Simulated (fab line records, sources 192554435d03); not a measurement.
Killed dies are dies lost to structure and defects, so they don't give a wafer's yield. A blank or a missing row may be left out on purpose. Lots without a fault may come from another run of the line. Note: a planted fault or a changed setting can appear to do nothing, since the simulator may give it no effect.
A lot that was struck, set against a sound lot | flow n5Finfet | 14 steps out of a route of 1938
Sound: the wafers L808.1, L808.4, L808.5. Struck: wafer L822.6 (L822.4, L822.5, from the same lot, were not struck and are left out); the cause is given at the end.
Order at every step that has rows: each side's tool, ch and its chambers, its first start. Under that, the readings that differ: sound wafers | struck wafers | difference of the means | sigmas: that difference in standard deviations of wafers without a fault.
alike: readings with means less than 2 such deviations apart, plus words and numbers identical on both sides. not compared: withheld readings, readings lacking a value on some wafer, bounds such as >300 that could conceal the same value, and numbers that have no deviation in the record and whose values overlap.
The two part at a step that has a row with sigmas, a row that says differs or no value, or rows on one side only. Non-overlapping numbers with no deviation appear without sigmas and do not part them. A reading that every wafer of one side lacks parts them only if that side has two wafers or more.

N5_HKMG_FIN_INSPECT_28: inspects for defects (darkfield).
  sound: defectInspect-01 at day 6 02:00; struck: defectInspect-01 at day 9 09:29
  alike: rawDefectCount
then, 1 step without rows for these wafers: N5_GATE_CUT_ETCHBACK_00 (etches W in SF6/Cl2).
N5_GATE_CUT_ETCH_56: etches TiN in Cl2/Ar, target depth 21.6 nm.
  sound on rieMetal-03 ch 0,1, day 6 02:09; struck on rieMetal-03 ch 1, day 9 09:40
reading             | sound             | struck | difference | sigmas
mfcArSccm (sccm)    | 60.09 60.18 59.96 | 59.60  | -0.48      | -3
oesProductAu (a.u.) | 0.59 0.75 0.59    | 0.91   | +0.27      | +3
  alike: drypumpMotorCurrentA, throttleValvePct
  not compared: rfHoursCounterH
N5_GATE_CUT_ETCHBACK_30: etches TiN in Cl2/Ar, target depth 3 nm.
  sound on rieMetal-03 ch 0,1, day 6 02:14; struck on rieMetal-03 ch 1, day 9 09:44
reading             | sound          | struck | difference | sigmas
oesProductAu (a.u.) | 0.60 0.74 0.60 | 0.91   | +0.26      | +3
  alike: drypumpMotorCurrentA, mfcArSccm, throttleValvePct
  not compared: rfHoursCounterH
N5_GATE_CUT_VAPOR_ETCH_60: etches HfO2 in BCl3/Cl2.
  sound on rieMetal-03 ch 0,1, day 6 02:16; struck on rieMetal-03 ch 1, day 9 09:46
reading             | sound          | struck | difference | sigmas
oesProductAu (a.u.) | 0.60 0.76 0.60 | 0.92   | +0.27      | +3
  alike: drypumpMotorCurrentA
N5_GATE_CUT_ETCH_58: etches SiNx in CH3F/O2, target depth 17 nm, time 128.6 s.
  sound on rieDiel-03 ch 2,3, day 6 02:19; struck on rieDiel-03 ch 2, day 9 09:50
  alike: drypumpMotorCurrentA, mfcArSccm, oesProductAu, rfVppV, showerheadPlenumPTorr, throttleValvePct
  not compared: rfHoursCounterH
then, 3 steps without rows for these wafers: N5_GATE_CUT_STRIP_59 (strips in N2/H2, time 20 s); N5_GATE_CUT_PRECLEAN_31 (cleans in DIW, time 300 s); N5_GATE_CUT_SRD_32 (time 30 s).
N5_GATE_CUT_SAC_CAP_01: material SiNx, target thk 24 nm, pulse time 1 s, ald cycles 480.
  sound on aldSin-01 ch 2,3, day 6 02:58; struck on aldSin-03 ch 0, day 9 11:15
reading          | sound       | struck | difference | sigmas
heaterPowerW (W) | 891 924 938 | 776    | -142       | -2
  alike: precursorPulseHeightRel
then, 1 step without rows for these wafers: N5_GATE_CUT_PECVD_57 (deposits SiNx from SiH4/NH3/N2, target thk 21 nm).
N5_GATE_CUT_CMP_02: polishes, stops on SiO2, t overpolish 12.7 s, target thk 0 nm.
  sound on cmp-04 ch 2,3, day 6 05:23; struck on cmp-02 ch 1, day 9 12:26
reading             | sound          | struck | difference | sigmas
timeToEndpointS (s) | 28.2 23.6 27.4 | 15.2   | -11.2      | -6
  alike: motorCurrentA, overpolishRunS, retainingRingPressureFrac
  not compared: padLifeWafers
-- here the record skips 4 days between the struck wafers' starts before and after, leaving off in module GATE_CUT and picking up in module BEOL_M4 (first step shown: number 1111 of the route) --
N5_BEOL_M4_RC_MEAS_101:
  sound on prober-02 ch 0, day 10 00:08; struck on prober-02 ch 0, day 13 16:12
reading       | sound       | struck | difference | sigmas
ION_P (uA/um) | 471 464 480 | 456    | -16        | -2
  alike: DIBL_N, DIBL_P, IOFF_N, IOFF_P, ION_N, SS_N, SS_P, VT_N, VT_P
after that, 1 step had no rows for these wafers: N5_PASSIVATION_PROBE_49.

## WHERE THEY PART
Last at N5_BEOL_M4_RC_MEAS_101 as far as this record goes, first at N5_GATE_CUT_ETCH_56.

WHY: what the simulator had put in
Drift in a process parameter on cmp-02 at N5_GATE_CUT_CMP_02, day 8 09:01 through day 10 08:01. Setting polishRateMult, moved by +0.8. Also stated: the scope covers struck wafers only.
